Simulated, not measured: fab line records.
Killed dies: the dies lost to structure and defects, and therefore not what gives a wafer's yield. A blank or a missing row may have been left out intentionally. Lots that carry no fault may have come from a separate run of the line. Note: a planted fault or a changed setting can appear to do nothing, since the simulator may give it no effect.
A struck lot beside a sound one + flow n5_finfet + 23 out of 1938 route steps
Sound: the wafers L522.1, L522.3, L522.6. Struck: wafers L513.2, L513.4, L513.6. At the end, the cause is stated.
For every step that has rows: the tool of each side, followed by ch and its chambers, followed by its first start. Under that, the readings that differ: sound wafers + struck wafers + difference of the means + sigmas: that difference in standard deviations of wafers without a fault.
alike: same words and numbers on both sides, and readings whose means sit less than 2 such deviations apart. not compared: any withheld reading, any reading some wafer has no value for, any bound like >300 that may hide the same value, and any number with overlapping values for which the record gives no deviation.
Wherever a step has rows on one side only, a row that says differs or no value, or a row with sigmas, the two part there. When numbers do not overlap yet have no deviation, they are printed without sigmas and do not part them. A reading that every wafer of one side lacks parts them only if that side has two wafers or more.

first, 11 steps without rows for these wafers: N5_BEOL_M0_SAQP_STRIP_113 (strips in CHF3/O2); N5_BEOL_M0_SAQP_MANDREL_ETCH_20 (etches a-Si in HBr/Cl2, stops on SiNx, target depth 60 nm, bt time 10 s, time 30 s); N5_BEOL_M0_SAQP_STRIP_86 (strips in N2/H2); N5_BEOL_M0_SAQP_STRIP_115 (strips in post etch residue remover, time 60 s); N5_BEOL_M0_SAQP_SRD_93 (time 30 s); N5_BEOL_M0_SAQP_RECESS_114 (chemistry HF/NH3, target SiO2, target depth 14.4 nm, afs cycles 3, sublimation time 60 s); N5_BEOL_M0_SAQP_SPACER1_ALD_98 (deposits SiO2, target thk 12.8 nm, pulse time 1 s, purge time 2 s); N5_BEOL_M0_SAQP_SPACER1_ETCHBACK_99 (etches SiO2 in CHF3/O2, target depth 15.4 nm, time 7.7 s); N5_BEOL_M0_SAQP_MANDREL1_REMOVE_100 (chemistry HBr/Cl2/O2, target a-Si, stops on SiNx, bt time 10 s); N5_BEOL_M0_SAQP_ETCH_101 (etches SiNx in CH3F/O2, target depth 29.9 nm, time 42.7 s); N5_BEOL_M0_SAQP_ETCH_102 (etches SiO2 in CF4, target depth 4 nm, time 4.4 s).
N5_BEOL_M0_SAQP_MANDREL_ETCH_103: etches a-Si in HBr/Cl2, stops on SiCN, target depth 45 nm, bt time 10 s, time 27 s.
  sound on rie_si-05 ch 0,3, day 8 21:50; struck on rie_si-05 ch 1,2,3, day 6 14:15
  no value came back on the struck wafers for any of 5 readings (HBr_flow_sccm (sccm), bias_w (W) and others); on the sound wafers HBr_flow_sccm (sccm) reads 149.8 149.8 149.9
| reading                                         | sound   | struck         | difference | sigmas |
|-------------------------------------------------|---------|----------------|------------|--------|
| model.SiCN_of_BEOL_M0_SAQP_PECVD_03.thk_nm (nm) | 9 8.8 9 | 11.8 12.4 12.2 | +3.2       |        |
  not compared: rf_hours_counter_h
then, 2 steps without rows for these wafers: N5_BEOL_M0_SAQP_RECESS_104 (chemistry HF/NH3, target SiO2, target depth 18 nm, afs cycles 3, sublimation time 60 s); N5_BEOL_M0_SAQP_COAT_105 (time 60 s, resist thk 100 nm).
N5_BEOL_M0_SAQP_ETCH_106: etches SOC in N2/H2, stops on SiNx, target depth 150 nm.
  sound on rie_diel-06 ch 0,1, day 8 22:22; struck on rie_diel-06 ch 2,3, day 6 14:47
| reading               | sound          | struck         | difference | sigmas |
|-----------------------|----------------|----------------|------------|--------|
| oes_product_au (a.u.) | 0.88 0.69 0.69 | 0.28 0.35 0.35 | -0.43      | -5     |
  alike: bias_w, chamber_pressure_mTorr, drypump_motor_current_A, rf_vpp_V, showerhead_plenum_p_Torr, throttle_valve_pct
  not compared: rf_hours_counter_h
then, 2 steps without rows for these wafers: N5_BEOL_M0_SAQP_ETCH_107 (etches SiNx in CH3F/O2, target depth 30 nm); N5_BEOL_M0_SAQP_STRIP_108 (strips in N2/H2).
N5_BEOL_M0_SAQP_RECESS_109: chemistry HF/NH3, target SiO2, target depth 3 nm, afs cycles 1, sublimation time 60 s.
  sound on vapor_etch-02 ch 0,1, day 8 22:32; struck on vapor_etch-01 ch 0,1, day 6 14:57
| reading                                         | sound       | struck         | difference | sigmas |
|-------------------------------------------------|-------------|----------------|------------|--------|
| model.SiCN_of_BEOL_M0_SAQP_PECVD_03.thk_nm (nm) | 8.8 8.4 8.6 | 11.6 12.2 11.8 | +3.3       |        |
  alike: drypump_motor_current_A, sublimation_temp_c
then, 1 step without rows for these wafers: N5_BEOL_M0_SAQP_SPACER2_ALD_26 (deposits SiO2, target thk 15 nm, pulse time 1 s, purge time 2 s).
N5_BEOL_M0_SAQP_SPACER2_ETCHBACK_27: etches SiO2 in CHF3/O2, target depth 22.5 nm, time 11.25 s.
  sound on rie_diel-02 ch 0,3, day 8 23:14; struck on rie_diel-06 ch 1,2, day 6 15:38
| reading               | sound          | struck         | difference | sigmas |
|-----------------------|----------------|----------------|------------|--------|
| oes_product_au (a.u.) | 0.70 0.69 0.71 | 0.27 0.35 0.28 | -0.40      | -4     |
  alike: drypump_motor_current_A, rf_vpp_V, showerhead_plenum_p_Torr, throttle_valve_pct
  not compared: rf_hours_counter_h
then, 1 step without rows for these wafers: N5_BEOL_M0_SAQP_MANDREL2_REMOVE_110 (chemistry HBr/Cl2/O2, target a-Si, stops on SiCN, bt time 10 s).
N5_BEOL_M4_RC_MEAS_101:
  the record has rows for the sound wafers here (prober-01 ch 0, day 10 22:31) and none for the struck ones
-- a jump in the record: the struck wafers' starts before and after are 6 days apart (it breaks off in module BEOL_M4 and resumes in module PASSIVATION, where the first step shown is number 1936 of the route) --
N5_PASSIVATION_PROBE_49:
  struck on prober-02, day 13 03:32; sound on prober-02, day 15 06:03
| reading                  | sound          | struck         | difference | sigmas      |
|--------------------------|----------------|----------------|------------|-------------|
| defect_limited_yield (%) | 90.3 92.3 91.2 | 0 0 0          | -91        | -65         |
| killed_at_M0_to_M3       | 50 18 32       | 1116 1110 1129 | +1085      | +99 or more |
| killed_dies              | 114 91 104     | 1180 1180 1180 | +1077      | +63         |
| killed_on_rim            | 14 14 7        | 152 152 152    | +140       | +33         |
| sort_bin_5_function (%)  | 5.8 4.4 4.5    | 95.8 97.0 96.2 | +91.4      | +99 or more |
| sort_n_pass              | 1066 1089 1076 | 0 0 0          | -1077      | -26         |
| sort_yield_pct (%)       | 90 92 91       | 0 0 0          | -91        | -26         |
  alike: killed_at_M4_up, killed_at_contacts, killed_at_front_end, killed_at_other, killed_open, killed_short, sort_bin_6_memory

WHERE THEY PART
Earliest at N5_BEOL_M0_SAQP_MANDREL_ETCH_103; latest, in this record, at N5_PASSIVATION_PROBE_49.

WHY: whatever the simulator had introduced
Step skipped in full: rie_si-05, at N5_BEOL_M0_SAQP_MANDREL_ETCH_103, from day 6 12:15 onward. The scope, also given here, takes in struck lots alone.
